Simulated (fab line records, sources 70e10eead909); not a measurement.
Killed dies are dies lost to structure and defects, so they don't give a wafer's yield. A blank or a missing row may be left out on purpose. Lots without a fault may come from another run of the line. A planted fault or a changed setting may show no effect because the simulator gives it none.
Which tool did it? | flow nand_harc | 13 lots, 39 wafers sampled, at 5 steps of a route of 1159

WHAT THE GAUGES READ, wafer by wafer
NHARC_END_SORT_01.
lot  | measured     | on        | killed_at_array | killed_at_other | killed_at_periphery | killed_dies | killed_open | killed_short
L225 | day 22 17:01 | prober-02 | 27 17 27        | 0 0 0           | 3 2 2               | 30 19 29    | 4 3 4       | 2 2 3
L226 | day 22 09:58 | prober-02 | 33 38 32        | 0 0 0           | 4 3 6               | 37 41 38    | 3 3 6       | 1 3 3
L227 | day 22 17:03 | prober-01 | 23 35 31        | 1 0 0           | 2 2 2               | 26 37 33    | 2 1 4       | 4 3 2
L228 | day 23 00:46 | prober-01 | 16 14 17        | 0 0 0           | 5 3 4               | 21 17 21    | 2 2 8       | 7 3 1
L232 | day 23 08:41 | prober-02 | 28 39 18        | 0 0 0           | 2 0 1               | 30 39 19    | 3 5 1       | 3 1 0
L231 | day 23 17:24 | prober-02 | 12 21 14        | 1 0 0           | 2 2 1               | 15 23 15    | 1 3 1       | 0 2 1
L233 | day 24 00:25 | prober-02 | 43 26 45        | 0 0 1           | 1 2 11              | 44 28 57    | 6 2 3       | 0 1 2
L234 | day 24 08:08 | prober-02 | 16 14 13        | 0 0 1           | 1 3 3               | 17 17 17    | 2 4 2       | 4 1 0
L236 | day 23 10:12 | prober-01 | 37 16 31        | 0 1 0           | 0 7 1               | 37 24 32    | 4 3 3       | 2 1 3
L237 | day 24 15:58 | prober-02 | 22 25 18        | 0 1 1           | 1 7 7               | 23 33 26    | 3 6 8       | 4 0 1
L240 | day 24 15:47 | prober-01 | 26 30 24        | 0 0 0           | 3 2 4               | 29 32 28    | 1 3 2       | 3 1 5
L246 | day 26 02:42 | prober-02 | 35 51 26        | 0 2 1           | 1 3 0               | 36 56 27    | 3 2 1       | 5 2 3
L247 | day 25 23:50 | prober-01 | 17 17 19        | 0 0 1           | 3 1 3               | 20 18 23    | 3 3 3       | 3 2 2

WHICH TOOL RAN EACH LOT (tool, then ch and the chambers of the sampled wafers, then the start)
lot  | NHARC_A_STAIRCASE_HM_DEP_462  | NHARC_A_STAIRCASE_HM_OPEN_463                 | NHARC_A_STAIRCASE_DEP_325       | NHARC_A_STAIRCASE_ETCH_444
L225 | acl_dep-02 ch 0, day 11 15:43 | rie_diel-01 ch 0,1,3, day 13 02:20 or earlier | pecvd-01 ch 1,2, day 13 02:20   | rie_diel-13 ch 0,2, day 13 11:19
L226 | acl_dep-03 ch 0, day 11 16:33 | rie_diel-06 ch 2,3, day 13 02:14 or earlier   | pecvd-02 ch 0,2, day 13 02:14   | rie_diel-01 ch 1,2,3, day 13 10:59
L227 | acl_dep-01 ch 0, day 12 02:04 | rie_diel-06 ch 0,1,3, day 13 14:17 or earlier | pecvd-01 ch 0,1, day 13 14:17   | rie_diel-01 ch 0,2, day 13 22:40
L228 | acl_dep-02 ch 0, day 12 02:35 | rie_diel-13 ch 0,1,2, day 13 14:29 or earlier | pecvd-02 ch 0,1,2, day 13 14:29 | rie_diel-13 ch 0,3, day 13 22:24
L232 | acl_dep-03 ch 0, day 13 11:12 | rie_diel-01 ch 0,1,2, day 15 04:41 or earlier | pecvd-01 ch 0,1,2, day 15 04:41 | rie_diel-01 ch 0,2,3, day 15 13:57
L231 | acl_dep-02 ch 0, day 13 12:55 | rie_diel-01 ch 0,2,3, day 15 04:19 or earlier | pecvd-04 ch 0,1,2, day 15 04:19 | rie_diel-06 ch 2,3, day 15 14:08
L233 | acl_dep-03 ch 0, day 14 05:03 | rie_diel-13 ch 0,1,3, day 15 22:05 or earlier | pecvd-04 ch 0,1,2, day 15 22:05 | rie_diel-01 ch 0,2,3, day 16 05:55
L234 | acl_dep-03 ch 0, day 14 06:55 | rie_diel-13 ch 0,2, day 15 21:59 or earlier   | pecvd-02 ch 0,2, day 15 21:59   | rie_diel-01 ch 0,2,3, day 16 07:35
L236 | acl_dep-01 ch 0, day 14 12:47 | rie_diel-13 ch 2,3, day 15 22:38 or earlier   | pecvd-01 ch 0,1,2, day 15 22:38 | rie_diel-06 ch 0,1, day 16 08:01
L237 | acl_dep-01 ch 0, day 15 02:28 | rie_diel-01 ch 1,2, day 16 19:50 or earlier   | pecvd-01 ch 0,2, day 16 19:50   | rie_diel-01 ch 0,3, day 17 05:36
L240 | acl_dep-03 ch 0, day 15 06:23 | rie_diel-06 ch 0,1, day 16 19:16 or earlier   | pecvd-01 ch 0,1,2, day 16 19:16 | rie_diel-06 ch 1,3, day 17 05:25
L246 | acl_dep-01 ch 0, day 16 21:16 | rie_diel-06 ch 0,2, day 18 11:08 or earlier   | pecvd-04 ch 0,1,2, day 18 11:08 | rie_diel-06 ch 0,1,2, day 18 20:12
L247 | acl_dep-01 ch 0, day 17 04:35 | rie_diel-13 ch 0,2,3, day 18 11:36 or earlier | pecvd-02 ch 0,1,2, day 18 11:36 | rie_diel-01 ch 1,2,3, day 18 20:18
- NHARC_A_STAIRCASE_HM_DEP_462: deposits aC, target thk 800 nm.
- NHARC_A_STAIRCASE_HM_OPEN_463: chemistry O2/COS.
- NHARC_A_STAIRCASE_DEP_325: deposits SiO2, target thk 3800 nm.
- NHARC_A_STAIRCASE_ETCH_444: etches the open film in C4F8/O2, target depth 10200 nm, time 3400 s.

WHAT THE TOOLS THEMSELVES READ (means of the sampled wafers that have a number; where no wafer has one, the mark that the record gives instead)
NHARC_A_STAIRCASE_HM_DEP_462.
lot  | tool       | throttle_valve_pct (%)
L225 | acl_dep-02 | 34.997
L226 | acl_dep-03 | 34.999
L227 | acl_dep-01 | 35.001
L228 | acl_dep-02 | 35.006
L232 | acl_dep-03 | 34.998
L231 | acl_dep-02 | 35.000
L233 | acl_dep-03 | 34.999
L234 | acl_dep-03 | 35.007
L236 | acl_dep-01 | 34.997
L237 | acl_dep-01 | 34.998
L240 | acl_dep-03 | 35.004
L246 | acl_dep-01 | 34.994
L247 | acl_dep-01 | 35.003

NHARC_A_STAIRCASE_HM_OPEN_463.
lot  | tool        | drypump_motor_current_A (A) | oes_product_au (a.u.) | rf_vpp_V (V) | showerhead_plenum_p_Torr (Torr) | throttle_valve_pct (%)
L225 | rie_diel-01 | 5.8                         | 0.996                 | 466          | 3.05                            | 28.328
L226 | rie_diel-06 | 6.4                         | 1.014                 | 467          | 3.10                            | 28.341
L227 | rie_diel-06 | 6.3                         | 1.004                 | 467          | 3.12                            | 28.327
L228 | rie_diel-13 | 5.8                         | 0.995                 | 465          | 3.01                            | 28.334
L232 | rie_diel-01 | 5.7                         | 0.992                 | 464          | 2.98                            | 28.325
L231 | rie_diel-01 | 5.8                         | 1.002                 | 465          | 3.05                            | 28.318
L233 | rie_diel-13 | 5.4                         | 0.991                 | 465          | 3.01                            | 28.331
L234 | rie_diel-13 | 6.3                         | 1.001                 | 470          | 3.29                            | 28.336
L236 | rie_diel-13 | 6.2                         | 0.997                 | 469          | 3.21                            | 28.327
L237 | rie_diel-01 | 5.7                         | 0.996                 | 464          | 2.94                            | 28.326
L240 | rie_diel-06 | 6.4                         | 1.010                 | 470          | 3.23                            | 28.337
L246 | rie_diel-06 | 6.2                         | 0.991                 | 468          | 3.16                            | 28.337
L247 | rie_diel-13 | 5.8                         | 0.999                 | 468          | 3.13                            | 28.338

NHARC_A_STAIRCASE_DEP_325.
lot  | tool     | heater_power_w (W) | mfc_precursor_sccm (sccm)
L225 | pecvd-01 | 603                | 200.0
L226 | pecvd-02 | 651                | 199.2
L227 | pecvd-01 | 543                | 199.6
L228 | pecvd-02 | 631                | 199.2
L232 | pecvd-01 | 612                | 199.8
L231 | pecvd-04 | 618                | 200.2
L233 | pecvd-04 | 652                | 199.9
L234 | pecvd-02 | 651                | 200.7
L236 | pecvd-01 | 606                | 199.6
L237 | pecvd-01 | 646                | 206.7
L240 | pecvd-01 | 648                | 203.2
L246 | pecvd-04 | 630                | 200.1
L247 | pecvd-02 | 611                | 200.1

NHARC_A_STAIRCASE_ETCH_444.
lot  | tool        | oes_product_au (a.u.) | rf_vpp_V (V)
L225 | rie_diel-13 | 0.940                 | 814
L226 | rie_diel-01 | 0.922                 | 804
L227 | rie_diel-01 | 0.926                 | 802
L228 | rie_diel-13 | 0.932                 | 802
L232 | rie_diel-01 | 0.934                 | 805
L231 | rie_diel-06 | 0.917                 | 804
L233 | rie_diel-01 | 0.934                 | 804
L234 | rie_diel-01 | 0.924                 | 804
L236 | rie_diel-06 | 0.924                 | 810
L237 | rie_diel-01 | 0.924                 | 805
L240 | rie_diel-06 | 0.927                 | 802
L246 | rie_diel-06 | 0.950                 | 809
L247 | rie_diel-01 | 0.925                 | 802

THE ANSWER, worked out from the rows above alone
Rule: what is usual is taken from the lots themselves. Put in order of their means at a reading, lots are off if they are a third of the lots or fewer, leave a main group of 4 or more, and stand apart from it by a gap of 3 or more times the standard deviation of the main group's means; of several such gaps the widest counts. A main group whose means are all the same, to the digits that the tables above print for the reading, isn't used. A lot without any number at a reading at which 4 lots or more have one is off too. The other lots that the step has rows for count as sound. The gauges are gone through in route order, then the tools' own readings, and for those a lot's mean is taken as printed above. The first step at which some lot is off is used, and at that step the reading that is off furthest; a lot without a number counts as furthest.
Off: L237, L240, at NHARC_A_STAIRCASE_DEP_325 (mfc_precursor_sccm). The main group: mean 199.9 sccm, standard deviation 0.42.
A tool fits if, at that step or a process step before it, it ran every lot that is off, and no sound lot after the first of them. NHARC_A_STAIRCASE_HM_OPEN_463 gives no start for some lots, so the hours and the order of its lots are those of NHARC_A_STAIRCASE_DEP_325. One fits: pecvd-01 at NHARC_A_STAIRCASE_DEP_325. Its last sound lot is L236 (day 15 22:38), its first lot that is off L240 (day 16 19:16): a fault that began between those two fits.
The tool's own readings at NHARC_A_STAIRCASE_DEP_325 bear it out: on the lots that are off they differ by more than 5 times the standard deviation of the sound lots' means. mfc_precursor_sccm reads 204.9 sccm there against 199.9 sccm on the sound lots.

WHAT THE SIMULATOR HAD PUT IN
Process parameter drift: pecvd-01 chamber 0, from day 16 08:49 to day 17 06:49, at NHARC_A_STAIRCASE_DEP_325. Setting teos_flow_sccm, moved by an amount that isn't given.
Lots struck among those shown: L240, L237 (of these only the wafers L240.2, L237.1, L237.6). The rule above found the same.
